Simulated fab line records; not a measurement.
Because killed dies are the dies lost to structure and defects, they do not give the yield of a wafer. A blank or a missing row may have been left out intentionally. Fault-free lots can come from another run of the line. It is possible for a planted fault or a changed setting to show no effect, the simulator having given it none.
Which tool was responsible?    flow nand-harc    43 wafers from 15 lots sampled at 5 of the route's 1159 steps

## WHAT EACH GAUGE READ, for each wafer
Not one reading of a measure or inspect step in the record can be checked against a usual standard deviation.

## WHAT TOOL EACH LOT RAN ON (gives the tool, then ch and the chambers of the sampled wafers, and finally the start)
lot   NHARC_P_CONTACT_DEP_00                     NHARC_P_M0_ETCH_15                            NHARC_P_M0_PRE_CLEAN_29                  NHARC_P_M0_ECD_22               NHARC_P_M0_CMP_23
L872  pecvd-02 ch 0,1, day 5 16:53               rie-diel-01 ch 0,3, day 6 04:28 or earlier    pvd-sputter-03, day 6 04:28 or earlier   ecd-cu-02 ch 0,1, day 6 04:28   cmp-01 ch 0,3, day 6 05:11
L873  pecvd-02 ch 0,1, day 5 18:19               rie-diel-08 ch 0,2,3, day 6 05:43 or earlier  pvd-sputter-02, day 6 05:43 or earlier   ecd-cu-01 ch 0,1, day 6 05:43   cmp-03 ch 0,1,2, day 6 06:23
L874  pecvd-01 ch 1,2, day 6 06:16 or earlier    rie-diel-01 ch 1,2,3, day 6 06:16 or earlier  pvd-sputter-03, day 6 06:16 or earlier   ecd-cu-02 ch 0,1, day 6 06:16   cmp-04 ch 0,1,3, day 6 07:01
L875  pecvd-01 ch 1,2, day 6 19:37 or earlier    rie-diel-03 ch 2,3, day 6 19:37 or earlier    pvd-sputter-02, day 6 19:37 or earlier   ecd-cu-01 ch 0,1, day 6 19:37   cmp-03 ch 2,3, day 6 20:20
L876  pecvd-03 ch 0,1,2, day 6 20:08 or earlier  rie-diel-03 ch 1,2,3, day 6 20:08 or earlier  pvd-sputter-02, day 6 20:08 or earlier   ecd-cu-02 ch 0,1, day 6 20:08   cmp-01 ch 1,2,3, day 6 20:49
L878  pecvd-01 ch 0,1, day 7 10:31 or earlier    rie-diel-08 ch 0,2, day 7 10:31 or earlier    pvd-sputter-01, day 7 10:31 or earlier   ecd-cu-02 ch 0,1, day 7 10:31   cmp-01 ch 1,2,3, day 7 11:18
L879  pecvd-03 ch 1,2, day 7 14:11 or earlier    rie-diel-03 ch 0,2,3, day 7 14:11 or earlier  pvd-sputter-02, day 7 14:11 or earlier   ecd-cu-01 ch 1, day 7 14:11     cmp-01 ch 0,1,2, day 7 14:51
L880  pecvd-01 ch 1,2, day 7 17:33 or earlier    rie-diel-01 ch 0,1,2, day 7 17:33 or earlier  pvd-sputter-02, day 7 17:33 or earlier   ecd-cu-01 ch 0,1, day 7 17:33   cmp-04 ch 1,2,3, day 7 18:12
L881  pecvd-01 ch 0,1,2, day 8 06:28 or earlier  rie-diel-08 ch 0,3, day 8 06:28 or earlier    pvd-sputter-01, day 8 06:28 or earlier   ecd-cu-02 ch 0,1, day 8 06:28   cmp-03 ch 1,2,3, day 8 07:13
L885  pecvd-01 ch 0,1,2, day 9 00:41 or earlier  rie-diel-03 ch 0,2,3, day 9 00:41 or earlier  pvd-sputter-02, day 9 00:41 or earlier   ecd-cu-02 ch 0,1, day 9 00:41   cmp-01 ch 1,2,3, day 9 01:22
L883  pecvd-01 ch 0,1,2, day 9 01:11 or earlier  rie-diel-08 ch 1,2, day 9 01:11 or earlier    pvd-sputter-02, day 9 01:11 or earlier   ecd-cu-02 ch 0,1, day 9 01:11   cmp-04 ch 2,3, day 9 01:56
L884  pecvd-01 ch 0,1, day 9 01:49 or earlier    rie-diel-08 ch 2,3, day 9 01:49 or earlier    pvd-sputter-01, day 9 01:49 or earlier   ecd-cu-02 ch 0,1, day 9 01:49   cmp-01 ch 1,2, day 9 02:30
L886  pecvd-03 ch 0,1, day 9 04:40 or earlier    rie-diel-08 ch 1,3, day 9 04:40 or earlier    pvd-sputter-02, day 9 04:40 or earlier   ecd-cu-02 ch 0,1, day 9 04:40   cmp-04 ch 1,3, day 9 05:23
L895  pecvd-02 ch 0,2, day 11 15:07 or earlier   rie-diel-01 ch 1,3, day 11 15:07 or earlier   pvd-sputter-03, day 11 15:07 or earlier  ecd-cu-01 ch 0,1, day 11 15:07  cmp-01 ch 2,3, day 11 15:49
L894  pecvd-03 ch 1,2, day 11 16:43 or earlier   rie-diel-08 ch 0,1, day 11 16:43 or earlier   pvd-sputter-03, day 11 16:43 or earlier  ecd-cu-01 ch 0,1, day 11 16:43  cmp-04 ch 0,1,2, day 11 17:20
- NHARC_P_CONTACT_DEP_00: deposits SiO2, target thk 500 nm.
- NHARC_P_M0_ETCH_15: etches the open film in C4F8/Ar, target depth 150 nm, overetch 15 nm, time 82.5 s.
- NHARC_P_M0_PRE_CLEAN_29: time 30 s.
- NHARC_P_M0_ECD_22: material Cu, target thk 400 nm.
- NHARC_P_M0_CMP_23: polishes, t overpolish 20 s, target thk 117.53 nm.

## AS READ BY THE TOOLS THEMSELVES (means over the sampled wafers that have a number; for cases with no such wafer, the mark the record gives instead)
NHARC_P_CONTACT_DEP_00.
lot   tool      heater-power-outer-w (W)  heater-power-w (W)  throttle-valve-pct (%)
L872  pecvd-02  259                       493                 15.4
L873  pecvd-02  227                       448                 15.5
L874  pecvd-01  335                       587                 15.6
L875  pecvd-01  312                       569                 16.3
L876  pecvd-03  274                       514                 15.9
L878  pecvd-01  374                       610                 15.5
L879  pecvd-03  234                       458                 15.8
L880  pecvd-01  327                       577                 15.8
L881  pecvd-01  321                       554                 16.1
L885  pecvd-01  309                       536                 16.2
L883  pecvd-01  329                       563                 16.1
L884  pecvd-01  364                       573                 15.6
L886  pecvd-03  301                       554                 15.9
L895  pecvd-02  275                       511                 15.3
L894  pecvd-03  267                       516                 16.1

NHARC_P_M0_ETCH_15.
lot   tool         bias-w (W)  oes-product-au (a.u.)  rf-vpp-V (V)
L872  rie-diel-01  299.9       0.929                  439.1
L873  rie-diel-08  298.7       0.959                  440.6
L874  rie-diel-01  300.8       0.917                  444.0
L875  rie-diel-03  300.1       0.963                  443.0
L876  rie-diel-03  299.3       0.971                  442.8
L878  rie-diel-08  300.8       0.954                  441.7
L879  rie-diel-03  299.5       0.922                  442.1
L880  rie-diel-01  299.6       0.979                  441.4
L881  rie-diel-08  301.2       0.962                  441.1
L885  rie-diel-03  299.9       0.922                  443.1
L883  rie-diel-08  299.8       0.932                  442.9
L884  rie-diel-08  300.2       0.960                  439.1
L886  rie-diel-08  300.4       0.956                  439.8
L895  rie-diel-01  300.4       0.923                  442.7
L894  rie-diel-08  300.6       0.943                  442.7

NHARC_P_M0_PRE_CLEAN_29.
lot   tool            heater-power-w (W)
L872  pvd-sputter-03  397
L873  pvd-sputter-02  381
L874  pvd-sputter-03  395
L875  pvd-sputter-02  380
L876  pvd-sputter-02  373
L878  pvd-sputter-01  425
L879  pvd-sputter-02  387
L880  pvd-sputter-02  369
L881  pvd-sputter-01  403
L885  pvd-sputter-02  364
L883  pvd-sputter-02  366
L884  pvd-sputter-01  394
L886  pvd-sputter-02  380
L895  pvd-sputter-03  417
L894  pvd-sputter-03  404

NHARC_P_M0_CMP_23.
lot   tool    motor-current-A (A)  time-to-endpoint-s (s)
L872  cmp-01  11.8                 32
L873  cmp-03  12.9                 29
L874  cmp-04  12.1                 25
L875  cmp-03  12.8                 30
L876  cmp-01  11.9                 29
L878  cmp-01  12.1                 28
L879  cmp-01  12.1                 28
L880  cmp-04  11.9                 31
L881  cmp-03  12.0                 32
L885  cmp-01  12.3                 28
L883  cmp-04  10.7                 20
L884  cmp-01  12.5                 18
L886  cmp-04  12.1                 18
L895  cmp-01  11.2                 28
L894  cmp-04  12.4                 31

## THE ANSWER, worked out from the rows above alone
Rule: the lots themselves supply what counts as usual. Put in order of their means at a reading, lots are off if they are a third of the lots or fewer, leave a main group of 4 or more, and stand apart from it by a gap of 3 or more times the standard deviation of the main group's means; of several such gaps the widest counts. Not used: any main group whose means are identical at the precision the tables above print for the reading. Also off: a lot with no number at a reading for which 4 or more lots have one. Any other lot the step has rows for is counted as sound. The gauges are gone through in route order, then the tools' own readings, and for those a lot's mean is taken as printed above. At the first step where some lot is off, the reading lying furthest off is the one used; lots without a number count as furthest.
Across all readings shown, no lot is off: no conclusion can be drawn from this.

## WHAT HAD BEEN PUT IN BY THE SIMULATOR
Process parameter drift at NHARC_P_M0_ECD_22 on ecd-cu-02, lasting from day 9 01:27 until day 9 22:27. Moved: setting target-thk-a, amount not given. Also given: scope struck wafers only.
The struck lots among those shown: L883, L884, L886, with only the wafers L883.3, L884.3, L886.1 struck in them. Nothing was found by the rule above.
